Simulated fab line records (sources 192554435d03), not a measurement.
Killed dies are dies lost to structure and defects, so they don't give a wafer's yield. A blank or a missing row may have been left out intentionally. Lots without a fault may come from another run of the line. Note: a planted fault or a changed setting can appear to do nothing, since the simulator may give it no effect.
Struck lot and sound lot, side by side / flow n5_finfet / 36 out of 1938 route steps
Sound: the wafers L390.2, L390.4, L390.5. Wafers L402.2, L402.4, L402.6 were the ones struck. The cause is given at the end.
Per side, at each step with rows, come the tool, then ch with its chambers, and then its first start. Under that, the readings that differ: sound wafers / struck wafers / difference of the means / sigmas: that difference in standard deviations of wafers without a fault.
alike: words and numbers the same on both sides, and readings whose means are apart by under 2 such deviations; not compared: readings that were withheld, readings missing a value for some wafer, numbers with overlapping values and no deviation given by the record, and bounds like >300 which may hide the same value.
The two part at a step that has a row with sigmas, a row that says differs or no value, or rows on one side only. Numbers that have no deviation but don't overlap get no sigmas and don't part them. Lack of a reading on every wafer of one side parts them only where that side has two or more wafers.

first, 9 steps without rows for these wafers: N5_BEOL_M8_ALD_77 (deposits TaN, target thk 2 nm, pulse time 2 s, purge time 3 s); N5_BEOL_M8_SURFACE_TREAT_79; N5_BEOL_M8_CVD_78 (deposits Co from CCTBA/H2, target thk 2 nm, time 142.3 s); N5_BEOL_M8_SPUTTER_48 (material Cu, target thk 10 nm, time 1.667 s); N5_BEOL_M8_ECD_50 (material Cu, target thk 300 nm); N5_BEOL_M8_ANNEAL_51 (time 90 s); N5_BEOL_M8_CMP_52 (polishes, stops on SiCOH lowk, t overpolish 6.9 s, target thk 80 nm); N5_BEOL_M8_PRE_CLEAN_55 (time 15 s); N5_BEOL_M8_DEP_56 (deposits SiCN from 3MS/NH3, target thk 10 nm, time 17.5 s).
N5_BEOL_M9_ILD_DEP_00: deposits SiCOH lowk from DEMS/porogen, target thk 308.51 nm, time 58 s.
  sound on pecvd-02 ch 0,1, day 9 19:34; struck on pecvd-02 ch 0,2, day 13 05:02
reading=susceptor_temp_C (C); sound=299.98 300.04 299.80; struck=295.55 295.61 295.82; difference=-4.28; sigmas=-20
  alike: heater_power_w, showerhead_plenum_p_Torr, throttle_valve_pct
  not compared: model.SiCOH_lowk_of_BEOL_M9_ILD_DEP_00.thk_nm
then, 24 steps without rows for these wafers: N5_BEOL_M9_CURE_71 (cures SiCOH lowk, time 240 s); N5_BEOL_M9_PECVD_70 (deposits SiO2 from TEOS/O2, target thk 20 nm, time 22.7 s); N5_BEOL_M9_HM_DEP_02 (deposits TiN, target thk 20 nm); N5_BEOL_M9_COAT_59 (time 60 s, resist thk 100 nm); N5_BEOL_M9_COAT_60 (time 60 s, resist thk 30 nm); N5_BEOL_M9_COAT_05 (resist thk 90 nm); N5_BEOL_M9_EBR_07; N5_BEOL_M9_SOFTBAKE_06 (time 60 s); N5_BEOL_M9_EXPOSE_08 (exposes mask M9); N5_BEOL_M9_PEB_09 (peb time 60 s); N5_BEOL_M9_DEVELOP_10 (develop time 30 s); N5_BEOL_M9_DESCUM_16 (chemistry O2, time 7.9 s); N5_BEOL_M9_ETCH_61 (etches SiARC in CF4, target depth 39 nm, time 65 s); N5_BEOL_M9_ETCH_62 (etches SOC in N2/H2, target depth 110 nm, overetch 22 nm, time 165 s); N5_BEOL_M9_STRIP_68 (strips in N2/H2); N5_BEOL_M9_STRIP_67 (strips in CF4); N5_BEOL_M9_HM_OPEN_17 (chemistry Cl2/BCl3, target TiN, target depth 20 nm, overetch 6 nm); N5_BEOL_M9_STRIP_19 (strips in O2); N5_BEOL_M9_COAT_63 (time 60 s, resist thk 60 nm); N5_BEOL_M9_COAT_64 (time 60 s, resist thk 12 nm); N5_BEOL_M9_COAT_75 (time 60 s, resist thk 5 nm); N5_BEOL_M9_COAT_22 (resist thk 30 nm); N5_BEOL_M9_EBR_24; N5_BEOL_M9_SOFTBAKE_23 (time 60 s).
N5_BEOL_M9_CMP_52: polishes, stops on SiCOH lowk, t overpolish 7 s, target thk 140 nm.
  sound on cmp-01 ch 0,1,2, day 10 01:10; struck on cmp-01 ch 0,2,3, day 13 13:13
  alike: barrier_field_endpoint_s, motor_current_A, overpolish_run_s, slurry_filter_dp_kPa, time_to_endpoint_s
  not compared: model.SiCOH_lowk_of_BEOL_M9_ILD_DEP_00.thk_nm
-- a jump in the record: the struck wafers' starts before and after are 2 days apart (it breaks off in module BEOL_M9 and resumes in module PASSIVATION, where the first step shown is number 1936 of the route) --
N5_PASSIVATION_PROBE_49:
  sound: prober-02 at day 12 09:07; struck: prober-01 at day 15 16:42
  alike: defect_limited_yield, killed_at_M0_to_M3, killed_at_M4_up, killed_at_contacts, killed_at_front_end, killed_at_other, killed_dies, killed_on_rim, killed_open, killed_short, sort_bin_5_function, sort_bin_6_memory, sort_n_pass, sort_yield_pct

WHERE THEY PART
Only at N5_BEOL_M9_ILD_DEP_00, as far as this record shows. Later steps at which nothing parts them and some readings are alike: N5_BEOL_M9_CMP_52, N5_PASSIVATION_PROBE_49.

WHY: whatever the simulator had introduced
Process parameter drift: pecvd-02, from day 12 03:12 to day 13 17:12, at N5_BEOL_M9_ILD_DEP_00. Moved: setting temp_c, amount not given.
